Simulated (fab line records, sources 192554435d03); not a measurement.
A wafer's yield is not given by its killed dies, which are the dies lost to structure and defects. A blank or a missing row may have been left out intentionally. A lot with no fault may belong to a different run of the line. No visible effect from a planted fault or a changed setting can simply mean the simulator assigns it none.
fab line records	flow n5-finfet	part 1 of 2: steps 1 to 18 of 25
record: lots: 5	wafers: 15	last-day: 21
route steps=1938 shown BEOL_M1@781
lots with no fault: from the same line, run without faults
start-h: hours from the record's first day to the start of the lot's first wafer shown	wait-h: how many hours have passed since the lot's step before this one	" same as the row above	L1.1+2: several wafers, shown together as one row	- no value present, or no start provided	* or withheld: withheld	< > ~ a bound
route shown NAME@n: a module of which the file shows steps, and the number in the route of the first	usual: the fault-free wafers' mean and standard deviation	same: alike in all rows	chamber/n: place in a boat	sites: each site's reading	_std_site: the values' standard deviation	_edge_site: mean of outer sites minus mean of inner sites	radius-mm: for every site, how far away it sits from the centre of the wafer	mask NAME#n: copy n	behind: the most recent tool/chamber to have shaped the wafer	hold: why the lot went on hold/how many hours it stayed there/how the hold came to an end	device: names the non-switching transistor (n, p or np)	end of line: the same wafers' tests at the end of the route	where a step has no rows: the recipe by itself	killed: the dies lost at the first sort to structure and to defects; this is not the yield of the wafer	map: dies across one wafer; x = killed, . = not, _ = none there
set.NAME: the setting as run; set.NAME@STEP: as run at that earlier step	model.NAME: the simulator's own value behind a step, which no gauge read
lots seen at some steps along the route; tables by step, rows by wafer
services: the hour from which a tool's chamber was out of use, counted from the record's first day as start-h (under 0 if before that day), plus the number of hours and why
== steps ==
step: N5_BEOL_M1_EBR_24
recipe: solvent: PGMEA	ebr-width-mm: 1.5
usual: exhaust-pa: 44.8/1
lot.wafer	tool	chamber	start-h	wait-h	exhaust-pa
L074.2	litho-track-03	0	-	-	43.7
L074.4	"	0	"	"	44.7
L074.6	"	0	"	"	45.0
L077.2	litho-track-05	0	-	-	46.0
L077.3	"	0	"	"	45.7
L077.5	"	0	"	"	43.9
L078.1	litho-track-01	0	-	-	46.0
L078.2	"	0	"	"	44.2
L078.3	"	0	"	"	44.4
L092.3	litho-track-01	0	-	-	43.9
L092.4	"	0	"	"	44.3
L092.6	"	0	"	"	44.5
L095.1	litho-track-01	0	-	-	44.8
L095.2	"	0	"	"	44.8
L095.3	"	0	"	"	45.5
step: N5_BEOL_M1_SOFTBAKE_23
recipe: temp-c: 110	time-s: 60	resist: CAR-EUV
usual: exhaust-pa: 45.1/0.9
lot.wafer	tool	chamber	start-h	wait-h	exhaust-pa
L074.2	litho-track-03	0	-	-	43.0
L074.4	"	0	"	"	45.5
L074.6	"	0	"	"	44.6
L077.2	litho-track-05	0	-	-	46.1
L077.3	"	0	"	"	44.7
L077.5	"	0	"	"	45.5
L078.1	litho-track-01	0	-	-	44.5
L078.2	"	0	"	"	45.1
L078.3	"	0	"	"	45.9
L092.3	litho-track-01	0	-	-	43.5
L092.4	"	0	"	"	44.3
L092.6	"	0	"	"	44.0
L095.1	litho-track-01	0	-	-	46.1
L095.2	"	0	"	"	44.2
L095.3	"	0	"	"	44.2
step: N5_BEOL_M1_EXPOSE_25
recipe: mask-id: V0	na: 0.33	source-shape: quasar	sigma-inner: 0.2	sigma-outer: 0.8	polarization: unpolarized	defocus-nm: 5	target-cd-nm: 24	dose-mj: 63
usual: exposure-dose-mJ-cm2: 63.01/0.053
lot.wafer	tool	chamber	start-h	wait-h	mask	exposure-dose-mJ-cm2
L074.2	euv-scanner-01	0	133.36	-	V0#0	63.05
L074.4	"	0	"	"	V0#0	62.99
L074.6	"	0	"	"	V0#0	62.94
L077.2	euv-scanner-01	0	137.79	-	V0#0	63.11
L077.3	"	0	"	"	V0#0	63.01
L077.5	"	0	"	"	V0#0	63.03
L078.1	euv-scanner-02	0	144.27	-	V0#0	63.01
L078.2	"	0	"	"	V0#0	63.00
L078.3	"	0	"	"	V0#0	62.97
L092.3	euv-scanner-01	0	229.23	-	V0#0	62.92
L092.4	"	0	"	"	V0#0	63.02
L092.6	"	0	"	"	V0#0	62.94
L095.1	euv-scanner-02	0	245.40	-	V0#0	63.06
L095.2	"	0	"	"	V0#0	63.00
L095.3	"	0	"	"	V0#0	63.00
step: N5_BEOL_M1_PEB_26
recipe: peb-temp-c: 100	peb-time-s: 60	resist: CAR-EUV
usual: exhaust-pa: 45.1/0.89
lot.wafer	tool	chamber	start-h	wait-h	exhaust-pa
L074.2	litho-track-05	0	133.43	0.1	43.8
L074.4	"	0	"	"	45.9
L074.6	"	0	"	"	44.9
L077.2	litho-track-05	0	137.86	0.1	45.2
L077.3	"	0	"	"	45.4
L077.5	"	0	"	"	45.0
L078.1	litho-track-01	0	144.35	0.1	44.7
L078.2	"	0	"	"	45.0
L078.3	"	0	"	"	45.6
L092.3	litho-track-01	0	229.29	0.1	43.6
L092.4	"	0	"	"	44.7
L092.6	"	0	"	"	45.2
L095.1	litho-track-03	0	245.48	0.1	45.5
L095.2	"	0	"	"	46.2
L095.3	"	0	"	"	43.6
step: N5_BEOL_M1_DEVELOP_27
recipe: develop-time-s: 30	developer: TMAH	resist: CAR-EUV	rinse-liquid: surfactant-rinse	dry: air-spin	dev-temp-c: 23
usual: exhaust-pa: 45.0/0.93
lot.wafer	tool	chamber	start-h	wait-h	exhaust-pa
L074.2	litho-track-05	0	-	-	46.4
L074.4	"	0	"	"	44.7
L074.6	"	0	"	"	44.8
L077.2	litho-track-05	0	-	-	44.4
L077.3	"	0	"	"	45.0
L077.5	"	0	"	"	43.7
L078.1	litho-track-01	0	-	-	44.3
L078.2	"	0	"	"	43.4
L078.3	"	0	"	"	44.0
L092.3	litho-track-01	0	-	-	44.1
L092.4	"	0	"	"	44.7
L092.6	"	0	"	"	45.7
L095.1	litho-track-03	0	-	-	46.0
L095.2	"	0	"	"	45.2
L095.3	"	0	"	"	44.9
step: N5_BEOL_M1_CD_MEAS_28
recipe: landing-energy-ev: 500	detector: se-inlens	target-cd-y-nm: 23.3
usual: cd-nm: 23.98/0.22
lot.wafer	tool	chamber	start-h	wait-h	cd-nm
L074.2	cd-sem-03	0	133.50	-	23.80
L074.4	"	0	"	"	24.14
L074.6	"	0	"	"	23.76
L077.2	cd-sem-02	0	137.92	-	24.24
L077.3	"	0	"	"	24.12
L077.5	"	0	"	"	24.19
L078.1	cd-sem-03	0	144.42	-	23.84
L078.2	"	0	"	"	23.63
L078.3	"	0	"	"	23.99
L092.3	cd-sem-03	0	229.36	-	24.36
L092.4	"	0	"	"	24.30
L092.6	"	0	"	"	24.30
L095.1	cd-sem-01	0	245.54	-	23.60
L095.2	"	0	"	"	24.01
L095.3	"	0	"	"	23.89
step: N5_BEOL_M1_OVL_MEAS_29
recipe: points-per-wafer: 522
usual: V0_OVL: -0.5/0.8
lot.wafer	tool	chamber	start-h	wait-h	V0_OVL[nm]
L074.2	overlay-01	0	133.53	0.0	0.5
L074.4	"	0	"	"	0.3
L074.6	"	0	"	"	-0.1
L077.2	overlay-02	0	137.96	0.0	-0.4
L077.3	"	0	"	"	-2.2
L077.5	"	0	"	"	-2.1
L078.1	overlay-02	0	144.45	0.0	-1.0
L078.2	"	0	"	"	-0.2
L078.3	"	0	"	"	-0.7
L092.3	overlay-01	0	229.40	0.0	-0.3
L092.4	"	0	"	"	-0.6
L092.6	"	0	"	"	-1.0
L095.1	overlay-01	0	245.58	0.0	0.4
L095.2	"	0	"	"	1.0
L095.3	"	0	"	"	0.2
step: N5_BEOL_M1_INSPECT_30
recipe: mode: adi	inspect-instrument: brightfield
usual: raw-defect-count: 382/85
lot.wafer	tool	chamber	start-h	wait-h	raw-defect-count
L074.2	defect-inspect-02	-	133.58	0.0	305
L074.4	"	-	"	"	393
L074.6	"	-	"	"	368
L077.2	defect-inspect-02	-	138.01	0.0	298
L077.3	"	-	"	"	276
L077.5	"	-	"	"	473
L078.1	defect-inspect-02	-	144.51	0.1	325
L078.2	"	-	"	"	263
L078.3	"	-	"	"	289
L092.3	defect-inspect-02	-	229.44	0.0	421
L092.4	"	-	"	"	307
L092.6	"	-	"	"	285
L095.1	defect-inspect-01	-	245.63	0.1	407
L095.2	"	-	"	"	484
L095.3	"	-	"	"	489
step: N5_BEOL_M1_DESCUM_33
recipe: chemistry: O2	time-s: 7	source-power-w: 50	bias-power-w: 20	pressure-mtorr: 20	rf-frequency-hz: 2.712e+07	temp-c: 40	resist: CAR-EUV	o2-flow-sccm: 225
usual: drypump-motor-current-A: 5.9/0.39	oes-product-au: 0.80/0.083	rf-vpp-V: 243.0/1.3	showerhead-plenum-p-Torr: 2.08/0.069	throttle-valve-pct: 20.39/0.15
lot.wafer	tool	chamber	start-h	wait-h	drypump-motor-current-A	oes-product-au	rf-hours-counter-h	rf-vpp-V	showerhead-plenum-p-Torr	throttle-valve-pct
L074.2	rie-diel-03	0	133.62	0.0	6.0	0.90	23	242.4	2.06	20.57
L074.4	"	3	"	"	6.2	0.83	80	241.9	2.02	20.15
L074.6	"	1	"	"	5.1	0.70	-	244.4	2.16	20.21
L077.2	rie-diel-06	2	138.05	0.0	5.5	0.81	95	242.3	2.12	20.33
L077.3	"	0	"	"	6.5	0.79	132	244.4	2.19	20.40
L077.5	"	2	"	"	5.5	0.82	-	242.8	2.12	20.34
L078.1	rie-diel-03	3	144.70	0.2	6.2	0.82	84	241.9	2.02	20.18
L078.2	"	2	"	"	5.9	0.85	42	243.1	2.13	20.33
L078.3	"	0	"	"	6.0	0.90	28	241.0	2.06	20.59
L092.3	rie-diel-03	2	229.48	0.0	5.9	0.81	69	243.8	2.12	20.36
L092.4	"	0	"	"	6.0	0.85	54	241.0	2.05	20.63
L092.6	"	0	"	"	6.0	0.85	-	242.9	2.05	20.62
L095.1	rie-diel-03	1	245.67	0.0	5.2	0.68	242	244.9	2.15	20.27
L095.2	"	0	"	"	6.0	0.84	59	242.4	2.05	20.64
L095.3	"	3	"	"	6.2	0.80	115	242.3	2.01	20.23
step: N5_BEOL_M1_ETCH_77
recipe: chemistry: N2/H2	target: underlayer	target-depth-a: 65	mask-material: CAR-EUV	time-s: 5.2	ion-energy-ev: 200	pressure-mtorr: 30	source-w: 840	bias-w: 150	n2-flow-sccm: 200	h2-flow-sccm: 200	ends: cleared
usual: drypump-motor-current-A: 5.9/0.39	etch-rf-on-time-s: 5.20/0.077	n2-flow-sccm: 199.9/0.52	oes-product-au: 0.68/0.071	rf-vpp-V: 523.6/2.5	showerhead-plenum-p-Torr: 2.53/0.081	throttle-valve-pct: 17.82/0.15
lot.wafer	tool	chamber	start-h	wait-h	drypump-motor-current-A	etch-rf-on-time-s	n2-flow-sccm	oes-product-au	rf-hours-counter-h	rf-vpp-V	showerhead-plenum-p-Torr	throttle-valve-pct
L074.2	rie-diel-03	0	133.65	0.0	6.0	5.18	198.9	0.77	23	523.1	2.49	17.87
L074.4	"	3	"	"	6.2	5.21	199.9	0.69	80	522.4	2.46	17.54
L074.6	"	1	"	"	5.2	5.26	200.0	0.61	-	525.3	2.62	17.68
L077.2	rie-diel-06	2	138.08	0.0	5.5	5.12	200.4	0.69	95	524.6	2.57	17.69
L077.3	"	0	"	"	6.5	5.15	200.4	0.67	132	526.8	2.65	17.88
L077.5	"	2	"	"	5.5	5.18	199.2	0.70	-	526.8	2.57	17.69
L078.1	rie-diel-03	3	144.73	0.0	6.2	5.15	200.0	0.71	84	521.3	2.46	17.57
L078.2	"	2	"	"	5.9	5.07	199.5	0.74	42	525.6	2.59	17.82
L078.3	"	0	"	"	6.0	5.13	200.5	0.76	28	524.3	2.49	17.91
L092.3	rie-diel-03	2	229.51	0.0	5.9	5.14	200.3	0.70	69	527.1	2.58	17.89
L092.4	"	0	"	"	6.0	5.11	200.1	0.73	54	519.7	2.48	17.95
L092.6	"	0	"	"	6.0	5.14	199.7	0.73	-	523.3	2.48	17.94
L095.1	rie-diel-03	1	245.70	0.0	5.2	5.31	199.4	0.58	242	523.0	2.61	17.77
L095.2	"	0	"	"	6.0	5.19	199.7	0.72	59	521.5	2.48	17.93
L095.3	"	3	"	"	6.2	5.34	200.2	0.67	115	517.9	2.45	17.62
step: N5_BEOL_M1_ETCH_69
recipe: chemistry: CF4	target: SiARC	target-depth-a: 156	mask-material: CAR-EUV	time-s: 26	ion-energy-ev: 80	pressure-mtorr: 40	source-w: 545	bias-w: 36	Ar_flow_sccm: 100	cf4-flow-sccm: 100	ends: cleared
usual: drypump-motor-current-A: 5.9/0.38	etch-rf-on-time-s: 26.0/0.38	oes-product-au: 0.69/0.07	rf-vpp-V: 184.0/1.1	showerhead-plenum-p-Torr: 2.13/0.065	throttle-valve-pct: 15.56/0.12
lot.wafer	tool	chamber	start-h	wait-h	drypump-motor-current-A	etch-rf-on-time-s	oes-product-au	rf-hours-counter-h	rf-vpp-V	showerhead-plenum-p-Torr	throttle-valve-pct
L074.2	rie-diel-03	0	133.67	0.0	6.0	26.0	0.77	23	184.1	2.10	15.62
L074.4	"	3	"	"	6.2	25.8	0.71	80	182.3	2.08	15.39
L074.6	"	1	"	"	5.2	26.1	0.61	-	184.8	2.21	15.51
L077.2	rie-diel-06	2	138.10	0.0	5.5	25.5	0.71	95	184.5	2.16	15.51
L077.3	"	0	"	"	6.5	26.0	0.67	132	185.7	2.23	15.55
L077.5	"	2	"	"	5.5	25.7	0.70	-	184.4	2.16	15.48
L078.1	rie-diel-03	3	144.75	0.0	6.1	26.2	0.70	84	184.0	2.08	15.40
L078.2	"	2	"	"	5.9	25.9	0.72	42	184.9	2.18	15.51
L078.3	"	0	"	"	6.0	26.4	0.76	28	181.3	2.10	15.64
L092.3	rie-diel-03	2	229.53	0.0	5.9	25.5	0.70	69	185.1	2.17	15.56
L092.4	"	0	"	"	6.0	25.8	0.73	54	184.5	2.09	15.69
L092.6	"	0	"	"	6.0	25.8	0.73	-	184.6	2.09	15.67
L095.1	rie-diel-03	1	245.72	0.0	5.2	26.3	0.59	242	184.2	2.20	15.57
L095.2	"	0	"	"	6.0	26.2	0.72	59	183.2	2.09	15.68
L095.3	"	3	"	"	6.2	26.4	0.68	115	183.7	2.07	15.46
step: N5_BEOL_M1_ALD_98
recipe: material: SiO2	target-thk-a: 25	temp-c: 100	ald-precursor-family: BDEAS	ald-co-reactant: O2-plasma	pulse-time-s: 1	co-reactant-pulse-time-s: 1	purge-time-s: 2	co-reactant-purge-time-s: 2	ald-cycles: 17	pressure-torr: 2
usual: heater-power-w: 78/9.2	precursor-pulse-height-rel: 1.002/0.018	susceptor-temp-C: 100.00/0.13
lot.wafer	tool	chamber	start-h	wait-h	heater-power-w	precursor-pulse-height-rel	susceptor-temp-C
L074.2	ald-sin-04	3	133.75	0.1	91	1.017	99.97
L074.4	"	1	"	"	73	1.003	100.24
L074.6	"	0	"	"	80	0.976	100.13
L077.2	ald-sin-02	1	138.22	0.1	77	1.024	99.76
L077.3	"	0	"	"	73	1.009	100.12
L077.5	"	0	"	"	71	1.006	100.10
L078.1	ald-sin-04	1	144.83	0.1	74	1.025	100.01
L078.2	"	0	"	"	79	0.992	100.04
L078.3	"	2	"	"	70	1.012	100.03
L092.3	ald-sin-04	1	229.77	0.2	76	1.007	99.85
L092.4	"	2	"	"	71	1.010	100.14
L092.6	"	1	"	"	73	1.004	100.05
L095.1	ald-sin-04	3	245.80	0.1	91	1.002	99.89
L095.2	"	1	"	"	74	0.999	99.91
L095.3	"	2	"	"	72	1.009	99.97
step: N5_BEOL_M1_ETCHBACK_99
recipe: chemistry: CHF3	target: SiO2	target-depth-a: 50	time-s: 10.4	source-w: 215	bias-w: 47	Ar_flow_sccm: 200	CHF3_flow_sccm: 12	ion-energy-ev: 100	pressure-mtorr: 30
usual: drypump-motor-current-A: 5.8/0.35	oes-product-au: 0.83/0.087	rf-vpp-V: 239.1/2.9	showerhead-plenum-p-Torr: 2.15/0.068	throttle-valve-pct: 17.04/0.15
lot.wafer	tool	chamber	start-h	wait-h	drypump-motor-current-A	oes-product-au	rf-hours-counter-h	rf-vpp-V	showerhead-plenum-p-Torr	throttle-valve-pct
L074.2	rie-diel-03	2	134.20	0.4	5.9	0.86	38	237.4	2.20	16.98
L074.4	"	3	"	"	6.2	0.83	80	238.2	2.09	16.84
L074.6	"	1	"	"	5.2	0.70	-	244.2	2.22	16.91
L077.2	rie-diel-06	1	158.08	19.8	6.2	0.99	3	235.6	2.12	17.03
L077.3	"	2	"	"	5.5	0.81	99	240.1	2.18	17.00
L077.5	"	1	"	"	6.3	0.98	-	235.7	2.12	17.05
L078.1	rie-diel-01	3	160.99	16.1	6.1	0.92	22	236.4	2.19	16.83
L078.2	"	1	"	"	5.6	0.71	230	238.5	2.04	17.34
L078.3	"	0	"	"	5.4	0.94	7	240.1	2.12	17.00
L092.3	rie-diel-06	0	243.98	14.2	6.5	0.75	163	241.5	2.24	17.07
L092.4	"	3	"	"	5.8	0.67	249	236.2	2.03	17.01
L092.6	"	2	"	"	5.5	0.78	-	240.1	2.17	17.02
L095.1	rie-diel-01	1	256.24	10.4	5.6	0.97	2	241.4	2.30	16.95
L095.2	"	3	"	"	6.0	0.86	52	235.7	2.18	16.88
L095.3	"	0	"	"	5.4	0.89	33	238.6	2.11	17.04
step: N5_BEOL_M1_ETCH_70
recipe: chemistry: N2/H2	target: SOC	target-depth-a: 800	overetch-a: 160	mask-material: SiARC	temp-c: 40	time-s: 120	ion-energy-ev: 200	pressure-mtorr: 30	source-w: 840	bias-w: 150	n2-flow-sccm: 200	h2-flow-sccm: 200
usual: drypump-motor-current-A: 5.8/0.35	n2-flow-sccm: 199.9/0.62	oes-product-au: 0.63/0.063	rf-vpp-V: 523.7/2.4	showerhead-plenum-p-Torr: 2.54/0.083	throttle-valve-pct: 17.80/0.17
lot.wafer	tool	chamber	start-h	wait-h	drypump-motor-current-A	n2-flow-sccm	oes-product-au	rf-hours-counter-h	rf-vpp-V	showerhead-plenum-p-Torr	throttle-valve-pct
L074.2	rie-diel-03	2	134.24	0.0	5.9	201.0	0.66	38	524.8	2.60	17.75
L074.4	"	3	"	"	6.2	199.9	0.64	80	519.6	2.46	17.51
L074.6	"	1	"	"	5.2	199.3	0.54	-	524.6	2.62	17.68
L077.2	rie-diel-06	1	158.12	0.0	6.3	200.4	0.75	3	522.7	2.50	17.77
L077.3	"	2	"	"	5.5	199.6	0.62	99	523.2	2.57	17.65
L077.5	"	1	"	"	6.3	200.4	0.74	-	522.7	2.50	17.78
L078.1	rie-diel-01	3	161.03	0.0	6.1	200.0	0.70	22	524.5	2.60	17.61
L078.2	"	1	"	"	5.6	199.3	0.55	230	519.4	2.41	18.18
L078.3	"	0	"	"	5.4	199.1	0.71	7	522.9	2.50	17.71
L092.3	rie-diel-06	0	244.02	0.0	6.5	200.1	0.57	163	526.7	2.64	17.85
L092.4	"	3	"	"	5.8	200.2	0.52	249	519.4	2.40	17.77
L092.6	"	2	"	"	5.5	200.1	0.60	-	525.7	2.56	17.71
L095.1	rie-diel-01	1	256.28	0.0	5.6	199.9	0.74	2	529.0	2.72	17.80
L095.2	"	3	"	"	6.1	199.5	0.66	52	527.4	2.59	17.68
L095.3	"	0	"	"	5.4	200.4	0.67	33	522.7	2.49	17.76
step: N5_BEOL_M1_STRIP_71
recipe: chemistry: N2/H2	temp-c: 40	n2-flow-sccm: 200	h2-flow-sccm: 200	rf-frequency-hz: 6e+07
lot.wafer	tool	chamber	start-h	wait-h
L074.2+4+6	rie-diel-03	2,3,1	134.32	0.0
L077.2+3+5	rie-diel-06	1,2,1	158.20	0.0
L078.1+2+3	rie-diel-01	3,1,0	161.11	0.0
L092.3+4+6	rie-diel-06	0,3,2	244.10	0.0
L095.1+2+3	rie-diel-01	1,3,0	256.36	0.0
step: N5_BEOL_M1_STRIP_78
recipe: chemistry: N2/H2	temp-c: 40	n2-flow-sccm: 200	h2-flow-sccm: 200	rf-frequency-hz: 6e+07
lot.wafer	tool	chamber	start-h	wait-h
L074.2+4+6	rie-diel-03	2,3,1	134.33	0.0
L077.2+3+5	rie-diel-06	1,2,1	158.21	0.0
L078.1+2+3	rie-diel-01	3,1,0	161.12	0.0
L092.3+4+6	rie-diel-06	0,3,2	244.11	0.0
L095.1+2+3	rie-diel-01	1,3,0	256.37	0.0
step: N5_BEOL_M1_VIA_ETCH_34
recipe: chemistry: C4F6/O2	target-depth-a: 678	mask-material: SOC	pressure-mtorr: 15	ion-energy-ev: 250	taper-deg: 4	time-s: 64.4	source-w: 350	bias-w: 170	Ar_flow_sccm: 300	C4F6_flow_sccm: 10	O2_flow_sccm: 10
usual: drypump-motor-current-A: 5.8/0.35	oes_o_777_au: 0.83/0.086	oes-product-au: 0.83/0.088	rf-vpp-V: 661/7.7	showerhead-plenum-p-Torr: 2.84/0.086	throttle-valve-pct: 30.75/0.17
lot.wafer	tool	chamber	start-h	wait-h	drypump-motor-current-A	oes_o_777_au	oes-product-au	rf-hours-counter-h	rf-vpp-V	showerhead-plenum-p-Torr	throttle-valve-pct
L074.2	rie-diel-03	2	134.34	0.0	5.9	0.88	0.86	38	658	2.90	30.74
L074.4	"	3	"	"	6.2	0.84	0.83	80	656	2.76	30.48
L074.6	"	1	"	"	5.2	0.70	0.71	-	675	2.93	30.45
L077.2	rie-diel-06	1	158.22	0.0	6.3	0.99	0.99	3	651	2.80	30.82
L077.3	"	2	"	"	5.5	0.82	0.81	99	663	2.88	30.73
L077.5	"	1	"	"	6.3	0.98	0.98	-	654	2.80	30.82
L078.1	rie-diel-01	3	161.13	0.0	6.1	0.93	0.93	22	651	2.89	30.58
L078.2	"	1	"	"	5.6	0.72	0.71	231	660	2.69	30.99
L078.3	"	0	"	"	5.4	0.94	0.95	7	659	2.80	30.82
L092.3	rie-diel-06	0	244.12	0.0	6.5	0.76	0.75	163	669	2.95	30.70
L092.4	"	3	"	"	5.8	0.69	0.67	249	657	2.69	30.57
L092.6	"	2	"	"	5.5	0.80	0.78	-	663	2.87	30.77
L095.1	rie-diel-01	1	256.38	0.0	5.6	0.97	0.98	2	670	3.02	30.80
L095.2	"	3	"	"	6.1	0.88	0.87	52	653	2.88	30.60
L095.3	"	0	"	"	5.4	0.87	0.87	33	659	2.79	30.84
step: N5_BEOL_M1_STRIP_83
recipe: chemistry: C4F6/O2	resist: SiARC	rf-frequency-hz: 6e+07
lot.wafer	tool	chamber	start-h	wait-h
L074.2+4+6	rie-diel-03	2,3,1	134.39	0.0
L077.2+3+5	rie-diel-06	1,2,1	158.27	0.0
L078.1+2+3	rie-diel-01	3,1,0	161.18	0.0
L092.3+4+6	rie-diel-06	0,3,2	244.17	0.0
L095.1+2+3	rie-diel-01	1,3,0	256.43	0.0
